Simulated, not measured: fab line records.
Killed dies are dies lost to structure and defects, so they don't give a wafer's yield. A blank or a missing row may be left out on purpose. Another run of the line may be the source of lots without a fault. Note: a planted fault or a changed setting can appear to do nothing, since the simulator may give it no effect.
A lot that was struck, set against a sound lot + flow nand-harc + 41 steps out of a route of 1159
Sound: these wafers, L570.2, L570.4, L570.5. Wafers L584.1, L584.2, L584.6 were the ones struck. The cause is given at the end.
For every step that has rows: the tool of each side, followed by ch and its chambers, followed by its first start. Under that, the readings that differ: sound wafers + struck wafers + difference of the means + sigmas: that difference in standard deviations of wafers without a fault.
alike: a reading whose means differ by less than 2 such deviations, as well as words and numbers matching on both sides. not compared: withheld readings; readings where some wafer has no value; bounds like >300 that might hide an equal value; numbers whose values overlap and for which the record gives no deviation.
A row with sigmas, a row that says differs or no value, or rows on one side alone: a step with any of these is where the two part. Numbers that don't overlap but have no deviation are shown without sigmas and don't part them. A reading missing from all wafers of one side parts the sides only when that side holds two or more wafers.

first, 7 steps without rows for these wafers: NHARC_P_GATE_HMDS_52 (time 30 s); NHARC_P_GATE_COAT_53; NHARC_P_GATE_SOFTBAKE_54 (time 95 s); NHARC_P_GATE_EBR_55; NHARC_P_GATE_EXPOSE_56 (exposes mask P PSD, target cd 720 nm); NHARC_P_GATE_PEB_57 (peb time 85 s); NHARC_P_GATE_DEVELOP_58 (time 70 s).
NHARC_P_GATE_CD_MEAS_59: target cd 720 nm.
  sound on cd-sem-01 ch 0, day 5 15:54; struck on cd-sem-03 ch 0, day 8 22:50
  alike: cd-nm
then, 3 steps without rows for these wafers: NHARC_P_GATE_HARDBAKE_60 (time 80 s); NHARC_P_GATE_DESCUM_61 (chemistry O2, time 3 s); NHARC_P_GATE_IMPLANT_62.
NHARC_P_GATE_STRIP_112: strips in N2/H2, time 200 s.
  sound on plasma-asher-02 ch 0,1, day 5 16:29; struck on plasma-asher-01 ch 0,1, day 8 23:22
  alike: drypump-motor-current-A, heater-power-w
  not compared: rf-hours-counter-h
NHARC_P_GATE_STRIP_76: strips in O2.
  sound on plasma-asher-02 ch 0,1, day 5 16:42; struck on plasma-asher-01 ch 0,1, day 8 23:38
  alike: drypump-motor-current-A, heater-power-w
  not compared: rf-hours-counter-h
then, 9 steps without rows for these wafers: NHARC_P_GATE_STRIP_63 (strips in SPM, time 900 s); NHARC_P_GATE_DEHYDRATE_83 (time 120 s); NHARC_P_GATE_HMDS_84 (time 30 s); NHARC_P_GATE_COAT_85; NHARC_P_GATE_SOFTBAKE_86 (time 95 s); NHARC_P_GATE_EBR_87; NHARC_P_GATE_EXPOSE_88 (exposes mask P HVN, target cd 2000 nm); NHARC_P_GATE_PEB_89 (peb time 85 s); NHARC_P_GATE_DEVELOP_90 (time 70 s).
NHARC_P_GATE_CD_MEAS_91: target cd 2000 nm.
  sound on cd-sem-03 ch 0, day 5 17:37; struck on cd-sem-02 ch 0, day 9 00:33
  alike: cd-nm
then, 3 steps without rows for these wafers: NHARC_P_GATE_HARDBAKE_92 (time 80 s); NHARC_P_GATE_DESCUM_93 (chemistry O2, time 3 s); NHARC_P_GATE_IMPLANT_94.
NHARC_P_GATE_STRIP_113: strips in N2/H2, time 740 s.
  sound on plasma-asher-02 ch 1, day 5 18:16; struck on plasma-asher-01 ch 0,1, day 9 01:05
| reading                     | sound          | struck         | difference | sigmas |
|-----------------------------|----------------|----------------|------------|--------|
| drypump-motor-current-A (A) | 6.12 6.10 6.12 | 5.42 5.48 5.47 | -0.66      | -2     |
  alike: heater-power-w
  not compared: rf-hours-counter-h
NHARC_P_GATE_STRIP_95: strips in O2.
  sound on plasma-asher-02 ch 1, day 5 18:52; struck on plasma-asher-01 ch 0,1, day 9 01:47
| reading                     | sound          | struck         | difference | sigmas |
|-----------------------------|----------------|----------------|------------|--------|
| drypump-motor-current-A (A) | 6.10 6.10 6.11 | 5.41 5.49 5.49 | -0.64      | -2     |
  alike: heater-power-w
  not compared: rf-hours-counter-h
then, 3 steps without rows for these wafers: NHARC_P_GATE_STRIP_96 (strips in SPM, time 900 s); NHARC_P_GATE_RTA_64 (time 1 s); NHARC_P_GATE_ETCH_77 (etches SiO2 in dHF, target depth 6 nm).
NHARC_P_GATE_DEGAS_109: time 60 s.
  sound on pvd-sputter-02, day 5 19:44; struck on pvd-sputter-01, day 9 02:40
  alike: heater-power-w
then, 3 steps without rows for these wafers: NHARC_P_GATE_PRE_CLEAN_110 (time 30 s); NHARC_P_GATE_SPUTTER_78 (material Ni, target thk 10 nm); NHARC_P_GATE_SPUTTER_79 (material TiN, target thk 10 nm).
NHARC_P_GATE_RTA_80: time 30 s.
  sound on rtp-anneal-02 ch 0, day 5 20:25; struck on rtp-anneal-02 ch 0, day 9 02:58
  alike: wafer_temp_C_max
then, 2 steps without rows for these wafers: NHARC_P_GATE_STRIP_67 (strips in SPM, time 600 s); NHARC_P_GATE_RTA_82 (time 30 s).
NHARC_P_GATE_INSPECT_68:
  sound on defect-inspect-01, day 5 21:03; struck on defect-inspect-02, day 9 03:38
| reading          | sound       | struck      | difference | sigmas |
|------------------|-------------|-------------|------------|--------|
| raw-defect-count | 197 304 183 | 666 514 618 | +371       | +5     |
then, 1 step without rows for these wafers: NHARC_P_CONTACT_DEP_30 (deposits SiNx, target thk 30 nm).
-- break in the record here, with 15 days between the starts of the struck wafers on either side (left off in module P_CONTACT, picked up again in module END, where the first step shown is number 1159 on the route) --
NHARC_END_SORT_01:
  the record has rows for the struck wafers here (prober-01 ch 0, day 23 15:41) and none for the sound ones

WHERE THEY PART
First at NHARC_P_GATE_STRIP_113; last, within this record, at NHARC_END_SORT_01.

WHY: what the simulator had put in
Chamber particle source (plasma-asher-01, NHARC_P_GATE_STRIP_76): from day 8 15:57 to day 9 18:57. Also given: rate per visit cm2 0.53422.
